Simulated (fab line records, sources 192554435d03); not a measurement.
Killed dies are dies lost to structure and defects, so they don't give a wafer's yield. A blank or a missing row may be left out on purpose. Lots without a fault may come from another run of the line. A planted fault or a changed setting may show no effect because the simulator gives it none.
Chamber matching | flow n5_finfet | N5_BEOL_M1_STRIP_66 on rie_diel-02: 4 sister chambers
The step strips in CF4. 22 wafers are shown with their chamber, then 11 later ones without.

WAFERS WITH THEIR CHAMBER
wafer  | chamber | drypump_motor_current_A (A) | showerhead_plenum_p_Torr (Torr) | oes_product_au (a.u.)
L076.1 | 0       | 4.8                         | 1.84                            | 0.68
L076.2 | 2       | 6.0                         | 1.75                            | 0.86
L076.4 | 1       | 5.6                         | 1.72                            | 0.75
L079.3 | 3       | 5.9                         | 1.73                            | 0.73
L079.5 | 1       | 5.6                         | 1.72                            | 0.75
L079.6 | 2       | 6.1                         | 1.75                            | 0.85
L080.3 | 2       | 6.1                         | 1.75                            | 0.85
L080.5 | 2       | 6.1                         | 1.75                            | 0.85
L080.6 | 1       | 5.6                         | 1.72                            | 0.75
L083.1 | 1       | 5.6                         | 1.71                            | 0.74
L083.4 | 0       | 4.8                         | 1.84                            | 0.96
L083.6 | 0       | 4.8                         | 1.84                            | 0.97
L085.2 | 2       | 6.1                         | 1.74                            | 0.83
L085.3 | 0       | 4.8                         | 1.84                            | 0.96
L085.6 | 2       | 6.1                         | 1.74                            | 0.83
L087.2 | 0       | 4.8                         | 1.84                            | 0.95
L087.3 | 1       | 5.6                         | 1.71                            | 0.74
L087.5 | 3       | 5.9                         | 1.72                            | 0.71
L090.1 | 3       | 5.9                         | 1.72                            | 0.71
L090.4 | 1       | 5.6                         | 1.71                            | 0.73
L090.5 | 3       | 5.9                         | 1.72                            | 0.71
L091.1 | 1       | 5.6                         | 1.71                            | 0.73

SIGNATURES (means of the wafers above)
reading                  | chamber 0 | chamber 1 | chamber 2 | chamber 3 | scatter within a chamber
drypump_motor_current_A  | 4.800     | 5.600     | 6.083     | 5.900     | 0.0215
showerhead_plenum_p_Torr | 1.8400    | 1.7143    | 1.7467    | 1.7225    | 0.00459
oes_product_au           | 0.9040    | 0.7414    | 0.8450    | 0.7150    | 0.0598
Rule: a wafer's distance from a chamber is the root of the sum, over the readings, of the square of ((its reading less the chamber's mean) divided by the reading's scatter). The wafer belongs to the nearest chamber; if the next one is less than 2 further off, it can't be placed. The scatter: the root of (the sum of the squares of (reading less its chamber's mean) over the shown wafers, divided by (wafers less chambers)).

WAFERS WITHOUT THEIR CHAMBER
wafer  | drypump_motor_current_A (A) | showerhead_plenum_p_Torr (Torr) | oes_product_au (a.u.)
L091.4 | 5.9                         | 1.72                            | 0.71
L091.6 | 5.6                         | 1.71                            | 0.73
L092.1 | 5.9                         | 1.72                            | 0.71
L092.2 | 6.0                         | 1.74                            | 0.83
L092.5 | 4.8                         | 1.83                            | 0.92
L096.1 | 5.9                         | 1.72                            | 0.70
L096.2 | 4.8                         | 1.83                            | 0.91
L096.3 | 5.6                         | 1.71                            | 0.73
L095.1 | 5.5                         | 1.71                            | 0.72
L095.2 | 6.0                         | 1.74                            | 0.81
L095.4 | 5.9                         | 1.71                            | 0.70

WHICH CHAMBER EACH WENT THROUGH
wafer  | from the rows above | in truth
L091.4 | 3                   | 3
L091.6 | 1                   | 1
L092.1 | 3                   | 3
L092.2 | 2                   | 2
L092.5 | 0                   | 0
L096.1 | 3                   | 3
L096.2 | 0                   | 0
L096.3 | 1                   | 1
L095.1 | 1                   | 1
L095.2 | 2                   | 2
L095.4 | 3                   | 3
Placed correctly: 11 of 11. Can't be placed from these rows: 0. Placed wrongly: 0.
